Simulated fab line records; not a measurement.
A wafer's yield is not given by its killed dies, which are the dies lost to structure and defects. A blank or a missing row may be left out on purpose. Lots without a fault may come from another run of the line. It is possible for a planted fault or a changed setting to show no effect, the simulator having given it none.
Chamber matching ; flow n5 finfet ; rie diel-06 running N5_FIN_CUT_DESCUM_13: 4 sister chambers
The step chemistry O2, time 7 s. 8 wafers are shown with their chamber, then 10 later ones without.

== WAFERS WITH THEIR CHAMBER ==
wafer;chamber;throttle valve pct (%);oes product au (a.u.)
L087.3;2;20.88;0.70
L087.4;3;20.25;0.79
L087.6;1;20.49;0.77
L088.1;3;20.26;0.79
L088.3;2;20.88;0.69
L088.4;0;20.19;0.90
L089.1;0;20.21;0.90
L089.2;1;20.51;0.76

== WAFERS MISSING THEIR CHAMBER ==
wafer;throttle valve pct (%);oes product au (a.u.)
L089.6;20.20;0.90
L092.1;20.89;0.69
L092.3;20.20;0.88
L092.4;20.25;0.79
L094.1;20.19;0.88
L094.3;20.53;0.75
L094.5;20.26;0.79
L095.4;20.27;0.78
L095.5;20.89;0.69
L095.6;20.26;0.78

== CHAMBER TAKEN BY EACH ==
wafer;from the rows above;in truth
L089.6;0;0
L092.1;2;2
L092.3;0;0
L092.4;3;3
L094.1;0;0
L094.3;1;1
L094.5;3;3
L095.4;3;3
L095.5;2;2
L095.6;3;3
Placed correctly: 10 of 10. From these rows, 0 cannot be placed. 0 placed wrongly.
How it was worked out, from the rows above alone: a wafer's distance from a chamber is the root of the sum, over the readings, of the square of ((its reading less the chamber's mean) divided by the reading's scatter). If the next closest chamber is less than 2 further off than the closest, the wafer can't be placed; otherwise it belongs to the closest. For every chamber, the mean is computed from those of its wafers that are shown. The scatter: the root of (the sum of the squares of (reading less its chamber's mean) over the shown wafers, divided by (wafers less chambers)).
